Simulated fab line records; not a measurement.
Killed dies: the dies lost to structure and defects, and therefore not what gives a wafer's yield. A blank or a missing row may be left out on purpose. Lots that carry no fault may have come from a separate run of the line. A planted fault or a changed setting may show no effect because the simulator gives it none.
fab line records ; flow nand-harc
record lots=6; wafers=18; last-day=34
route steps=1302 shown P_GATE@157 END@1302
lots that met no fault: taken from a fault-free run of the same line
start-h: hours from the record's first day to the start of the lot's first wafer shown ; wait-h: time in hours since the lot's previous step ; " unchanged from the row above ; L1.1+2: a single row standing in for several wafers ; - value missing, or start not given ; * or withheld: withheld ; < > ~ a bound
route shown NAME@n: names a module that has steps shown in the file, with the first one's number in the route ; usual: mean/standard deviation taken from wafers without a fault ; same: alike in all rows ; chamber/n: place in a boat ; sites: each site's reading ; _std_site: standard deviation across them ; _edge_site: mean of outer sites minus mean of inner sites ; radius-mm: how far each site lies from the wafer's centre ; mask NAME#n: copy n ; behind: the last tool/chamber to shape the wafer ; hold: the reason the lot was held/the length of the hold in hours/how it ended ; device: whichever transistor did not switch (one of n, p or np) ; end of line: tests of these same wafers at the route's end ; a step without rows: its recipe alone ; killed: the dies lost at the first sort to structure and to defects; this is not the yield of the wafer ; map: a wafer's dies, marking killed ones x, the rest . and places with no die _
set.NAME: the setting as run; set.NAME@STEP: as run at that earlier step ; model.NAME: the simulator's own value behind a step, which no gauge read
lots seen at some steps along the route; tables by step, rows by wafer
services: when a tool's chamber went out of use (start-h, in hours from the record's first day, below 0 if earlier), for how many hours, and the reason
## steps
# step NHARC_P_GATE_STRIP_101
# recipe time-s=20; o2-flow-sccm=500; ar-flow-sccm=0; bias-w=0; chemistry=O2
# usual drypump-motor-current-A=5.8/0.51; oes-product-au=0.999/0.011; rf-vpp-V=57.9/0.84; showerhead-plenum-p-Torr=3.59/0.14; throttle-valve-pct=17.037/0.0096
# same bias-w=0
lot.wafer;tool;chamber;start-h;wait-h;drypump-motor-current-A;oes-product-au;rf-hours-counter-h;rf-vpp-V;showerhead-plenum-p-Torr;throttle-valve-pct
L311.1;rie-diel-05;2;118.33;0.1;5.5;0.989;2.7;56.9;3.73;17.035
L311.2;rie-diel-05;3;118.33;0.1;6.2;1.011;2.6;56.7;3.38;17.029
L311.6;rie-diel-05;2;118.33;0.1;5.5;0.988;-;58.8;3.73;17.046
L318.3;rie-diel-05;1;186.19;0.1;5.4;0.987;4.5;58.1;3.71;17.048
L318.5;rie-diel-05;3;186.19;0.1;6.2;1.003;-;57.7;3.38;17.023
L318.6;rie-diel-05;0;186.19;0.1;5.8;1.004;-;57.7;3.61;17.041
L321.4;rie-diel-05;2;199.55;0.1;5.5;0.987;7.6;57.6;3.73;17.041
L321.2;rie-diel-05;0;199.55;0.1;5.8;1.008;6.6;57.8;3.61;17.036
L321.6;rie-diel-05;2;199.55;0.1;5.5;0.980;-;58.1;3.73;17.039
L323.4;rie-diel-05;1;225.12;0.1;5.3;0.991;6.9;58.9;3.71;17.042
L323.3;rie-diel-05;3;225.12;0.1;6.2;0.997;9.6;58.3;3.38;17.028
L323.2;rie-diel-05;0;225.12;0.1;5.8;1.015;8.7;58.2;3.61;17.038
L332.1;rie-diel-12;0;320.81;0.1;6.4;0.986;1.9;58.8;3.72;17.046
L332.2;rie-diel-12;2;320.81;0.1;5.4;1.012;2.9;56.7;3.38;17.042
L332.5;rie-diel-12;1;320.81;0.1;5.0;0.991;-;58.0;3.59;17.024
L334.3;rie-diel-07;1;334.40;0.1;4.9;0.982;0.7;59.0;3.72;17.046
L334.4;rie-diel-07;3;334.40;0.1;6.6;0.989;0.6;58.0;3.47;17.032
L334.6;rie-diel-07;1;334.40;0.1;4.9;0.995;-;58.3;3.72;17.022
# step NHARC_P_GATE_PRECLEAN_97
# recipe time-s=600; temp-c=120; chemistry=SPM
# step NHARC_P_GATE_SRD_98
# step NHARC_P_GATE_PRECLEAN_99
# recipe time-s=*; temp-c=50; bath-age-min=0; chemistry=SC1
# step NHARC_P_GATE_SRD_100
# step NHARC_P_GATE_DEHYDRATE_38
# recipe temp-c=150; time-s=120
# step NHARC_P_GATE_HMDS_39
# recipe time-s=30
# step NHARC_P_GATE_COAT_40
# recipe spin-rpm=3000
# step NHARC_P_GATE_SOFTBAKE_41
# recipe temp-c=122; time-s=95
# step NHARC_P_GATE_EBR_42
# step NHARC_P_GATE_EXPOSE_43
# recipe na=0.6; target-cd-nm=720; dose-mj=14.81; mask-id=P_NSD
# step NHARC_P_GATE_PEB_44
# recipe peb-temp-c=118; peb-time-s=85
# step NHARC_P_GATE_DEVELOP_45
# recipe time-s=70
lot.wafer;tool;chamber;start-h;wait-h
L311.1+2+6;litho-track-03;0;119;-
L318.3+5+6;litho-track-03;0;187;-
L321.2+4+6;litho-track-02;0;200;-
L323.2+3+4;litho-track-05;0;225;-
L332.1+2+5;litho-track-05;0;321;-
L334.3+4+6;litho-track-05;0;335;-
# step NHARC_P_GATE_HARDBAKE_47
# recipe temp-c=125; time-s=80
# step NHARC_P_GATE_DESCUM_48
# recipe time-s=3; o2-flow-sccm=200; ar-flow-sccm=0; bias-power-w=0; chemistry=O2
# usual drypump-motor-current-A=5.7/0.53; oes-product-au=1.001/0.011; rf-vpp-V=57.9/0.86; showerhead-plenum-p-Torr=1.95/0.081; throttle-valve-pct=11.311/0.0089
lot.wafer;tool;chamber;start-h;wait-h;drypump-motor-current-A;oes-product-au;rf-hours-counter-h;rf-vpp-V;showerhead-plenum-p-Torr;throttle-valve-pct;model.P_GATE.cd-nm
L311.1;rie-diel-12;0;119.42;-;6.4;1.007;1.3;58.9;2.03;11.306;721.2
L311.2;rie-diel-12;2;119.42;-;5.4;1.004;0.9;57.3;1.83;11.320;721.8
L311.6;rie-diel-12;3;119.42;-;5.7;1.001;-;58.3;2.03;11.316;722.5
L318.3;rie-diel-07;3;187.30;-;6.6;0.995;2.5;58.3;1.88;11.322;721
L318.5;rie-diel-07;0;187.30;-;6.3;1.005;-;58.5;1.86;11.297;719.9
L318.6;rie-diel-07;1;187.30;-;4.9;0.981;-;58.9;2.03;11.319;722.6
L321.4;rie-diel-12;0;200.63;-;6.4;1.008;6.6;58.9;2.03;11.304;718.8
L321.2;rie-diel-12;1;200.63;-;5.0;0.979;5.8;58.2;1.95;11.324;717.7
L321.6;rie-diel-12;1;200.63;-;5.0;0.993;-;59.0;1.95;11.308;718.7
L323.3;rie-diel-12;1;226.20;-;5.0;0.989;6.9;57.3;1.95;11.319;718.1
L323.4;rie-diel-12;2;226.20;-;5.4;1.011;6.1;56.3;1.83;11.316;717.3
L323.2;rie-diel-12;0;226.20;-;6.4;1.000;8.2;58.9;2.03;11.322;718.8
L332.1;rie-diel-05;0;321.79;-;5.8;0.995;6.1;57.4;1.96;11.311;119.8
L332.2;rie-diel-05;2;321.79;-;5.5;0.998;6.3;58.3;2.03;11.319;121
L332.5;rie-diel-05;0;321.79;-;5.8;0.996;-;57.9;1.96;11.303;121
L334.3;rie-diel-12;0;335.49;-;6.4;1.008;2.6;58.3;2.03;11.310;124
L334.4;rie-diel-12;2;335.49;-;5.4;1.024;3.7;57.7;1.83;11.314;124.4
L334.6;rie-diel-12;3;335.49;-;5.7;1.022;-;57.2;2.03;11.303;122.9
# step NHARC_P_GATE_IMPLANT_49
# recipe energy-kev=30; dose-cm2=3e+15; tilt-deg=7
# step NHARC_P_GATE_STRIP_111
# recipe power-w=1500; temp-c=110; time-s=250; chemistry=N2/H2
# step NHARC_P_GATE_STRIP_75
# recipe power-w=1500; temp-c=250; chemistry=O2
# usual drypump-motor-current-A=5.5/0.54; heater-power-w=341/27
lot.wafer;tool;chamber;start-h;wait-h;drypump-motor-current-A;heater-power-w;rf-hours-counter-h
L311.2;plasma-asher-01;1;120.08;0.3;4.7;366;27
L311.1;plasma-asher-01;0;120.08;0.3;5.8;322;27
L311.6;plasma-asher-01;0;120.08;0.3;5.8;314;-
L318.3;plasma-asher-02;1;187.96;0.2;5.5;327;-
L318.5;plasma-asher-02;1;187.96;0.2;5.5;327;-
L318.6;plasma-asher-02;0;187.96;0.2;6.1;339;-
L321.2;plasma-asher-02;0;201.30;0.3;6.1;337;24
L321.4;plasma-asher-02;1;201.30;0.3;5.5;328;-
L321.6;plasma-asher-02;1;201.30;0.3;5.5;316;-
L323.2;plasma-asher-01;0;226.88;0.2;5.8;329;12
L323.4;plasma-asher-01;1;226.88;0.2;4.7;389;-
L323.3;plasma-asher-01;0;226.88;0.2;5.8;323;-
L332.2;plasma-asher-01;0;322.45;0.2;5.8;333;33
L332.1;plasma-asher-01;1;322.45;0.2;4.7;374;33
L332.5;plasma-asher-01;1;322.45;0.2;4.7;386;-
L334.3;plasma-asher-02;1;336.17;0.2;5.5;310;-
L334.4;plasma-asher-02;0;336.17;0.2;6.2;325;-
L334.6;plasma-asher-02;0;336.17;0.2;6.1;320;-
# step NHARC_P_GATE_STRIP_50
# recipe time-s=900; temp-c=130; chemistry=SPM
# step NHARC_P_GATE_DEHYDRATE_51
# recipe temp-c=150; time-s=120
# step NHARC_P_GATE_HMDS_52
# recipe time-s=30
# step NHARC_P_GATE_COAT_53
# recipe spin-rpm=3000
# step NHARC_P_GATE_SOFTBAKE_54
# recipe temp-c=122; time-s=95
# step NHARC_P_GATE_EBR_55
# step NHARC_P_GATE_EXPOSE_56
# recipe na=0.6; target-cd-nm=720; dose-mj=14.81; mask-id=P_PSD
# step NHARC_P_GATE_PEB_57
# recipe peb-temp-c=118; peb-time-s=85
# step NHARC_P_GATE_DEVELOP_58
# recipe time-s=70
# step NHARC_P_GATE_HARDBAKE_60
# recipe temp-c=125; time-s=80
# step NHARC_P_GATE_DESCUM_61
# recipe time-s=3; o2-flow-sccm=200; ar-flow-sccm=0; bias-power-w=0; chemistry=O2
# usual drypump-motor-current-A=5.8/0.57; oes-product-au=0.999/0.011; rf-vpp-V=57.9/0.74; showerhead-plenum-p-Torr=1.94/0.079; throttle-valve-pct=11.312/0.0088
lot.wafer;tool;chamber;start-h;wait-h;drypump-motor-current-A;oes-product-au;rf-hours-counter-h;rf-vpp-V;showerhead-plenum-p-Torr;throttle-valve-pct
L311.2;rie-diel-05;2;124.64;-;5.5;0.975;3.1;57.2;2.03;11.336
L311.1;rie-diel-05;3;124.64;-;6.2;1.002;3.1;58.5;1.83;11.319
L311.6;rie-diel-05;3;124.64;-;6.2;1.009;-;57.0;1.83;11.318
L318.3;rie-diel-12;1;189.02;-;5.0;0.987;5.7;56.7;1.95;11.321
L318.6;rie-diel-12;1;189.02;-;5.0;0.985;-;57.4;1.95;11.305
L318.5;rie-diel-12;2;189.02;-;5.4;1.010;-;56.4;1.83;11.298
L321.2;rie-diel-12;3;202.41;-;5.7;1.015;5.3;59.1;2.03;11.293
L321.4;rie-diel-12;0;202.41;-;6.4;1.006;6.6;58.3;2.03;11.312
L321.6;rie-diel-12;2;202.41;-;5.4;1.008;-;58.3;1.83;11.306
L323.3;rie-diel-12;0;227.95;-;6.4;0.982;8.2;59.0;2.03;11.317
L323.4;rie-diel-12;1;227.95;-;5.0;0.968;6.9;57.5;1.95;11.308
L323.2;rie-diel-12;3;227.95;-;5.7;1.013;6.9;58.9;2.03;11.317
L332.1;rie-diel-12;1;323.53;-;5.0;1.006;3.0;57.8;1.95;11.306
L332.2;rie-diel-12;2;323.53;-;5.4;0.999;3.5;57.5;1.83;11.317
L332.5;rie-diel-12;2;323.53;-;5.4;0.996;-;57.3;1.83;11.321
L334.3;rie-diel-07;2;337.24;-;6.2;1.009;1.2;57.8;1.90;11.322
L334.4;rie-diel-07;3;337.24;-;6.6;0.978;1.5;58.0;1.88;11.320
L334.6;rie-diel-07;2;337.24;-;6.2;1.002;-;58.4;1.90;11.311
# step NHARC_P_GATE_IMPLANT_62
# recipe energy-kev=20; dose-cm2=3e+15; tilt-deg=7
# step NHARC_P_GATE_STRIP_112
# recipe power-w=1500; temp-c=110; time-s=200; chemistry=N2/H2
# usual drypump-motor-current-A=5.6/0.49; heater-power-w=89/6.5
lot.wafer;tool;chamber;start-h;wait-h;drypump-motor-current-A;heater-power-w;rf-hours-counter-h
L311.2;plasma-asher-02;0;125.01;0.2;6.1;93;7
L311.1;plasma-asher-02;1;125.01;0.2;5.5;87;7
L311.6;plasma-asher-02;1;125.01;0.2;5.5;86;-
L318.3;plasma-asher-02;1;189.52;0.3;5.5;87;-
L318.6;plasma-asher-02;0;189.52;0.3;6.1;92;-
L318.5;plasma-asher-02;1;189.52;0.3;5.5;87;-
L321.2;plasma-asher-01;1;202.80;0.2;4.7;101;6
L321.4;plasma-asher-01;0;202.80;0.2;5.8;88;-
L321.6;plasma-asher-01;1;202.80;0.2;4.7;102;-
L323.2;plasma-asher-02;0;228.32;0.2;6.1;91;30
L323.4;plasma-asher-02;0;228.32;0.2;6.1;92;-
L323.3;plasma-asher-02;1;228.32;0.2;5.5;86;-
L332.1;plasma-asher-02;1;323.90;0.2;5.5;82;14
L332.2;plasma-asher-02;0;323.90;0.2;6.1;84;14
L332.5;plasma-asher-02;1;323.90;0.2;5.5;83;-
L334.4;plasma-asher-02;0;337.79;0.2;6.1;85;-
L334.3;plasma-asher-02;1;337.79;0.2;5.5;82;-
L334.6;plasma-asher-02;0;337.79;0.2;6.1;86;-
# step NHARC_P_GATE_STRIP_76
# recipe power-w=1500; temp-c=250; chemistry=O2
# usual drypump-motor-current-A=5.6/0.49; heater-power-w=335/24
lot.wafer;tool;chamber;start-h;wait-h;drypump-motor-current-A;heater-power-w;rf-hours-counter-h
L311.2;plasma-asher-02;0;125.27;0.2;6.1;339;7
L311.1;plasma-asher-02;1;125.27;0.2;5.5;327;7
L311.6;plasma-asher-02;1;125.27;0.2;5.5;324;-
L318.3;plasma-asher-02;1;189.68;0.1;5.5;331;-
L318.6;plasma-asher-02;0;189.68;0.1;6.1;346;-
L318.5;plasma-asher-02;1;189.68;0.1;5.5;323;-
L321.2;plasma-asher-01;1;203.03;0.2;4.7;378;6
L321.4;plasma-asher-01;0;203.03;0.2;5.8;334;-
L321.6;plasma-asher-01;1;203.03;0.2;4.7;377;-
L323.2;plasma-asher-02;0;228.58;0.2;6.1;339;31
L323.4;plasma-asher-02;0;228.58;0.2;6.1;340;-
L323.3;plasma-asher-02;1;228.58;0.2;5.5;321;-
L332.1;plasma-asher-02;1;324.16;0.2;5.5;315;14
L332.2;plasma-asher-02;0;324.16;0.2;6.1;307;14
L332.5;plasma-asher-02;1;324.16;0.2;5.5;313;-
L334.4;plasma-asher-02;0;337.99;0.2;6.1;320;-
L334.3;plasma-asher-02;1;337.99;0.2;5.5;316;-
L334.6;plasma-asher-02;0;337.99;0.2;6.1;317;-
# step NHARC_P_GATE_STRIP_63
# recipe time-s=900; temp-c=130; chemistry=SPM
# step NHARC_P_GATE_DEHYDRATE_83
# recipe temp-c=150; time-s=120
# step NHARC_P_GATE_HMDS_84
# recipe time-s=30
# step NHARC_P_GATE_COAT_85
# recipe spin-rpm=3000
# step NHARC_P_GATE_SOFTBAKE_86
# recipe temp-c=122; time-s=95
# step NHARC_P_GATE_EBR_87
# step NHARC_P_GATE_EXPOSE_88
# recipe na=0.6; target-cd-nm=2000; dose-mj=11.87; mask-id=P_HVN
# step NHARC_P_GATE_PEB_89
# recipe peb-temp-c=118; peb-time-s=85
# step NHARC_P_GATE_DESCUM_93
# recipe time-s=3; o2-flow-sccm=200; ar-flow-sccm=0; bias-power-w=0; chemistry=O2
# usual drypump-motor-current-A=5.9/0.53; oes-product-au=1.001/0.012; rf-vpp-V=57.8/0.85; showerhead-plenum-p-Torr=1.94/0.075; throttle-valve-pct=11.312/0.0091
lot.wafer;tool;chamber;start-h;wait-h;drypump-motor-current-A;oes-product-au;rf-hours-counter-h;rf-vpp-V;showerhead-plenum-p-Torr;throttle-valve-pct;model.P_GATE.cd-nm
L311.1;rie-diel-07;3;126.36;-;6.6;0.987;0;55.5;1.88;11.317;2001
L311.2;rie-diel-07;2;126.36;-;6.3;1.009;0;56.9;1.90;11.304;1999
L311.6;rie-diel-07;2;126.36;-;6.2;1.019;-;58.1;1.90;11.315;1999
L318.3;rie-diel-05;2;190.62;-;5.5;0.989;7.4;56.9;2.03;11.306;2002
L318.6;rie-diel-05;1;190.62;-;5.3;0.983;-;57.9;2.02;11.301;1998
L318.5;rie-diel-05;2;190.62;-;5.5;0.990;-;57.6;2.03;11.303;2000
L321.2;rie-diel-07;2;204.10;-;6.3;1.017;4.4;57.5;1.90;11.320;2001
L321.4;rie-diel-07;2;204.10;-;6.2;1.029;-;56.2;1.90;11.323;1998
L321.6;rie-diel-07;3;204.10;-;6.5;0.995;-;56.5;1.88;11.294;2000
L323.3;rie-diel-12;0;229.53;-;6.4;0.991;8.2;59.9;2.03;11.308;2002
L323.4;rie-diel-12;2;229.53;-;5.4;1.006;6.1;56.5;1.83;11.319;1999
L323.2;rie-diel-12;3;229.53;-;5.7;1.014;6.9;57.3;2.03;11.302;1998
L332.1;rie-diel-05;1;325.14;-;5.3;1.011;7.6;56.8;2.02;11.299;119.8
L332.2;rie-diel-05;2;325.14;-;5.5;1.002;6.3;59.0;2.03;11.325;121
L332.5;rie-diel-05;3;325.14;-;6.2;0.989;-;57.9;1.83;11.314;121
L334.3;rie-diel-07;3;339.09;-;6.6;0.986;1.5;58.7;1.88;11.324;124
L334.4;rie-diel-07;2;339.09;-;6.2;1.009;1.3;57.7;1.90;11.312;124.4
L334.6;rie-diel-07;3;339.09;-;6.6;0.977;-;58.0;1.88;11.318;122.9
# step NHARC_END_SORT_01
# recipe temp-c=25
# usual killed-at-array=41/10; killed-at-other=0.8/0.91; killed-at-periphery=4.2/2.9; killed-dies=46/10; killed-open=3.5/2.1; killed-short=2.5/1.6
# same gross-dies=677
lot.wafer;tool;chamber;start-h;wait-h;killed-at-array;killed-at-other;killed-at-periphery;killed-dies;killed-open;killed-short
L334.3;prober-02;0;793.87;3.1;35;0;642;677;7;2
L334.4;prober-02;0;794.66;3.4;31;0;646;677;6;3
L334.6;prober-02;0;796.24;3.9;35;0;642;677;6;2
L332.1;prober-01;0;803.09;2.5;32;1;644;677;2;1
L332.2;prober-01;0;803.89;2.8;43;2;632;677;4;2
L332.5;prober-01;0;806.27;3.7;38;1;638;677;1;2
# killed by level:class
L334.3 P_GATE:area-develop=635 A_CHANNEL_HOLE_D2:chamber-film-flake=8 A_SLIT:chamber-film-flake=8 A_STAIRCASE:chamber-film-flake=7 A_CONTACT:chamber-film-flake=4 A_WL_FILL:chamber-film-flake=3 A_BLC:geometric-particle:open=2 P_GATE:chamber-film-flake=2
L334.4 P_GATE:area-develop=639 A_SLIT:chamber-film-flake=14 A_CHANNEL_HOLE_D2:chamber-film-flake=6 A_STAIRCASE:chamber-film-flake=4 P_CONTACT:geometric-particle:open=2 A_CHANNEL_FILL_D2:geometric-particle:short=2 P_GATE:chamber-film-flake=2 P_M0:geometric-particle:open=1
L334.6 P_GATE:area-develop=639 A_CHANNEL_HOLE_D2:chamber-film-flake=13 A_SLIT:chamber-film-flake=7 A_WL_FILL:chamber-film-flake=4 A_CONTACT:chamber-film-flake=4 A_STAIRCASE:chamber-film-flake=2 P_STI:geometric-particle:open=1 P_GATE:geometric-particle:open=1
L332.1 P_GATE:area-develop=635 A_CONTACT:chamber-film-flake=9 A_SLIT:chamber-film-flake=8 A_CHANNEL_HOLE_D1:chamber-film-flake=7 P_CONTACT:chamber-film-flake=6 P_GATE:chamber-film-flake=2 A_STAIRCASE:chamber-film-flake=2 A_CHANNEL_FILL_D1:geometric-particle:open=1
L332.2 P_GATE:area-develop=629 A_SLIT:chamber-film-flake=23 A_CONTACT:chamber-film-flake=6 A_CHANNEL_HOLE_D1:chamber-film-flake=4 P_CONTACT:chamber-film-flake=3 A_STAIRCASE:chamber-film-flake=2 THIN_TSV:chamber-film-flake=2 A_CHANNEL_HOLE_D1:geometric-particle:short=1
L332.5 P_GATE:area-develop=627 A_CONTACT:chamber-film-flake=11 A_SLIT:chamber-film-flake=10 A_CHANNEL_HOLE_D1:chamber-film-flake=8 P_CONTACT:chamber-film-flake=5 P_ZERO_WELL:chamber-film-flake=4 A_CHANNEL_HOLE_D2:chamber-film-flake=4 P_CONTACT:geometric-particle:open=1
# map L332.1 (x killed, . not)
____________x____________
_________xxxxxxx_________
_______xxxxxxxxxxx_______
______xxxxxxxxxxxxx______
_____xxxxxxxxxxxxxxx_____
____xxxxxxxxxxxxxxxxx____
____xxxxxxxxxxxxxxxxx____
___xxxxxxxxxxxxxxxxxxx___
___xxxxxxxxxxxxxxxxxxx___
__xxxxxxxxxxxxxxxxxxxxx__
__xxxxxxxxxxxxxxxxxxxxx__
_xxxxxxxxxxxxxxxxxxxxxxx_
_xxxxxxxxxxxxxxxxxxxxxxx_
_xxxxxxxxxxxxxxxxxxxxxxx_
_xxxxxxxxxxxxxxxxxxxxxxx_
_xxxxxxxxxxxxxxxxxxxxxxx_
xxxxxxxxxxxxxxxxxxxxxxxxx
xxxxxxxxxxxxxxxxxxxxxxxxx
xxxxxxxxxxxxxxxxxxxxxxxxx
xxxxxxxxxxxxxxxxxxxxxxxxx
xxxxxxxxxxxxxxxxxxxxxxxxx
_xxxxxxxxxxxxxxxxxxxxxxx_
_xxxxxxxxxxxxxxxxxxxxxxx_
_xxxxxxxxxxxxxxxxxxxxxxx_
_xxxxxxxxxxxxxxxxxxxxxxx_
_xxxxxxxxxxxxxxxxxxxxxxx_
__xxxxxxxxxxxxxxxxxxxxx__
__xxxxxxxxxxxxxxxxxxxxx__
___xxxxxxxxxxxxxxxxxxx___
___xxxxxxxxxxxxxxxxxxx___
____xxxxxxxxxxxxxxxxx____
____xxxxxxxxxxxxxxxxx____
_____xxxxxxxxxxxxxxx_____
______xxxxxxxxxxxxx______
_______xxxxxxxxxxx_______
_________xxxxxxx_________
____________x____________
# map L334.3 (x killed, . not)
____________x____________
_________xxxxxxx_________
_______xxxxxxxxxxx_______
______xxxxxxxxxxxxx______
_____xxxxxxxxxxxxxxx_____
____xxxxxxxxxxxxxxxxx____
____xxxxxxxxxxxxxxxxx____
___xxxxxxxxxxxxxxxxxxx___
___xxxxxxxxxxxxxxxxxxx___
__xxxxxxxxxxxxxxxxxxxxx__
__xxxxxxxxxxxxxxxxxxxxx__
_xxxxxxxxxxxxxxxxxxxxxxx_
_xxxxxxxxxxxxxxxxxxxxxxx_
_xxxxxxxxxxxxxxxxxxxxxxx_
_xxxxxxxxxxxxxxxxxxxxxxx_
_xxxxxxxxxxxxxxxxxxxxxxx_
xxxxxxxxxxxxxxxxxxxxxxxxx
xxxxxxxxxxxxxxxxxxxxxxxxx
xxxxxxxxxxxxxxxxxxxxxxxxx
xxxxxxxxxxxxxxxxxxxxxxxxx
xxxxxxxxxxxxxxxxxxxxxxxxx
_xxxxxxxxxxxxxxxxxxxxxxx_
_xxxxxxxxxxxxxxxxxxxxxxx_
_xxxxxxxxxxxxxxxxxxxxxxx_
_xxxxxxxxxxxxxxxxxxxxxxx_
_xxxxxxxxxxxxxxxxxxxxxxx_
__xxxxxxxxxxxxxxxxxxxxx__
__xxxxxxxxxxxxxxxxxxxxx__
___xxxxxxxxxxxxxxxxxxx___
___xxxxxxxxxxxxxxxxxxx___
____xxxxxxxxxxxxxxxxx____
____xxxxxxxxxxxxxxxxx____
_____xxxxxxxxxxxxxxx_____
______xxxxxxxxxxxxx______
_______xxxxxxxxxxx_______
_________xxxxxxx_________
____________x____________
## services
tool;chamber;start-h;hours;kind
rie-diel-05;1;95.66;18.7;repair
plasma-asher-01;-;97.98;0.5;repair
rie-diel-07;0;115.27;13.6;repair
rie-diel-07;-;117.20;9.0;pm
litho-track-05;-;124.00;7.0;pm
rie-diel-05;1;129.49;2.8;repair
rie-diel-07;3;130.02;8.9;repair
rie-diel-12;3;137.92;6.4;repair
plasma-asher-01;-;165.00;9.0;pm
rie-diel-12;3;180.21;3.2;repair
rie-diel-05;0;180.73;5.1;repair
rie-diel-07;-;184.74;0.2;repair
rie-diel-07;1;195.37;10.8;repair
rie-diel-07;-;219.17;0.3;repair
rie-diel-05;-;229.60;9.0;pm
rie-diel-07;1;234.92;8.7;repair
rie-diel-12;3;248.83;7.0;repair
plasma-asher-02;-;249.00;9.0;pm
rie-diel-05;-;266.28;0.5;repair
rie-diel-12;-;268.68;9.0;pm
rie-diel-05;-;281.97;0.5;repair
rie-diel-07;-;294.20;9.0;pm
litho-track-05;-;299.00;7.0;pm
rie-diel-05;2;306.19;7.9;repair
## key
first-sign step=NHARC_END_SORT_01; reading=killed-at-periphery; direction=up; sigmas=99+; usual=4.2; struck=640.7
effect step=NHARC_END_SORT_01; reading=killed-dies; direction=up; sigmas=63; usual=46; struck=677
model-effect step=NHARC_P_GATE_DESCUM_48; value=P_GATE.cd-nm; without=719.2; struck=122.2
model-effect step=NHARC_P_GATE_DESCUM_93; value=P_GATE.cd-nm; without=1999; struck=122.2
more-kills-born-at NHARC_P_GATE_DEVELOP_45@litho-track-05=3804
met-at NHARC_P_GATE_DEVELOP_45
struck-wafers L332.1,L332.2,L332.5,L334.3,L334.4,L334.6
later-rows-left-out L332.1,L332.2,L332.5,L334.3,L334.4,L334.6
tester-left-out L332,L334
onset-between 225 321
also-fits time
fault kind=process-parameter-drift; tool=litho-track-05; chamber=-; onset-h=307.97; steps=NHARC_P_GATE_DEVELOP_45; channel=time-s; offset=*; shape=step; end-h=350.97; acts-in=*; stated=*
# tester-left-out: of these lots the tester's yield and bins aren't shown, on N5 and GAA mostly nor the transistor test; their killed dies are dies lost to structure and defects alone, not to doping, threshold or leakage, so they don't give the yield
# later-rows-left-out: the simulator's readings of these wafers behind a module that went badly wrong aren't trusted and aren't shown, but for the sort
